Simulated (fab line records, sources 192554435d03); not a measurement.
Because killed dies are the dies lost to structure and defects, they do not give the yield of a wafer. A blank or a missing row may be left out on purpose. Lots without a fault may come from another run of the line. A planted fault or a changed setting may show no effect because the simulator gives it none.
A lot that was struck, set against a sound lot	flow n5 finfet	36 steps out of a route of 1938
Sound: these wafers, L748.2, L748.3, L748.5. Struck: wafers L762.1, L762.3, L762.6. The cause comes at the end.
At each step with rows: each side's tool, then ch and its chambers, then its first start. Under that, the readings that differ: sound wafers	struck wafers	difference of the means	sigmas: that difference in standard deviations of wafers without a fault.
alike: readings with means less than 2 such deviations apart, plus words and numbers identical on both sides. not compared: withheld readings, readings lacking a value on some wafer, bounds such as >300 that could conceal the same value, and numbers that have no deviation in the record and whose values overlap.
A row with sigmas, a row that says differs or no value, or rows on one side alone: a step with any of these is where the two part. Numbers that have no deviation but don't overlap get no sigmas and don't part them. A reading that every wafer of one side lacks parts them only if that side has two wafers or more.

first, 9 steps without rows for these wafers: N5_BEOL_M4_ANNEAL_95 (time 240 s); N5_BEOL_M4_SPUTTER_96 (material Cu, target thk 4.5 nm, time 8.29 s); N5_BEOL_M4_ECD_50 (material Cu, target thk 300 nm); N5_BEOL_M4_ANNEAL_51 (time 90 s); N5_BEOL_M4_CMP_52 (polishes, stops on SiOC, t overpolish 6.8 s, target thk 40 nm); N5_BEOL_M4_PRE_CLEAN_60 (time 15 s); N5_BEOL_M4_CO_CAP_55 (material Co, precursor CCTBA/H2, target thk 2 nm, time 102.1 s); N5_BEOL_M4_PRE_CLEAN_56 (time 15 s); N5_BEOL_M4_DEP_57 (deposits SiCN from 3MS/NH3, target thk 8 nm, time 14 s).
N5_BEOL_M4_RC_MEAS_101:
  sound on prober-01 ch 0, day 11 10:03; struck on prober-02 ch 0, day 14 07:17
  alike: DIBL_N, DIBL_P, IOFF_N, IOFF_P, ION_N, ION_P, SS_N, SS_P, VT_N, VT_P
then, 24 steps without rows for these wafers: N5_BEOL_M5_ILD_DEP_00 (deposits SiCOH lowk from DEMS/porogen, target thk 140.64 nm, time 25.9 s); N5_BEOL_M5_CURE_79 (cures SiCOH lowk, time 240 s); N5_BEOL_M5_PECVD_70 (deposits SiO2 from TEOS/O2, target thk 16 nm, time 18 s); N5_BEOL_M5_HM_DEP_02 (deposits TiN, target thk 20 nm); N5_BEOL_M5_COAT_59 (time 60 s, resist thk 60 nm); N5_BEOL_M5_COAT_60 (time 60 s, resist thk 12 nm); N5_BEOL_M5_COAT_71 (time 60 s, resist thk 5 nm); N5_BEOL_M5_COAT_05 (resist thk 30 nm); N5_BEOL_M5_EBR_07; N5_BEOL_M5_SOFTBAKE_06 (time 60 s); N5_BEOL_M5_EXPOSE_08 (exposes mask M5, target cd 28 nm); N5_BEOL_M5_PEB_09 (peb time 60 s); N5_BEOL_M5_DEVELOP_10 (develop time 30 s); N5_BEOL_M5_DESCUM_16 (chemistry O2, time 7 s); N5_BEOL_M5_ETCH_72 (etches underlayer in N2/H2, target depth 6.5 nm, time 5.2 s); N5_BEOL_M5_ETCH_61 (etches SiARC in CF4, target depth 15.6 nm, time 26 s); N5_BEOL_M5_ETCH_62 (etches SOC in N2/H2, target depth 75 nm, overetch 15 nm, time 112.5 s); N5_BEOL_M5_STRIP_63 (strips in N2/H2); N5_BEOL_M5_STRIP_73 (strips in N2/H2); N5_BEOL_M5_STRIP_64 (strips in CF4); N5_BEOL_M5_HM_OPEN_17 (chemistry Cl2/BCl3, target TiN, target depth 20 nm, overetch 6 nm); N5_BEOL_M5_STRIP_19 (strips in O2); N5_BEOL_M5_COAT_65 (time 60 s, resist thk 60 nm); N5_BEOL_M5_COAT_66 (time 60 s, resist thk 12 nm).
-- record jumps: 4 days separate the struck wafers' starts on either side; left off in module BEOL_M5, taken up again in module PASSIVATION, whose first shown step is the route's number 1936 --
N5_PASSIVATION_ETCH_15: etches SiCN in CF4/N2, target depth 75 nm, time 81.2 s.
  sound on rie diel-03 ch 1,2, day 15 04:33; struck on rie diel-01 ch 0,1, day 18 10:58
  no value came back on the struck wafers for any of 8 readings (bias w (W), cf4 flow sccm (sccm) and others); on the sound wafers bias w (W) reads 70.06 70.23 70.20
  not compared: rf hours counter h
N5_PASSIVATION_PROBE_49:
  the record has rows for the struck wafers here (prober-01, day 18 17:53) and none for the sound ones

WHERE THEY PART
Earliest at N5_PASSIVATION_ETCH_15; latest, in this record, at N5_PASSIVATION_PROBE_49.

WHY: the cause the simulator had injected
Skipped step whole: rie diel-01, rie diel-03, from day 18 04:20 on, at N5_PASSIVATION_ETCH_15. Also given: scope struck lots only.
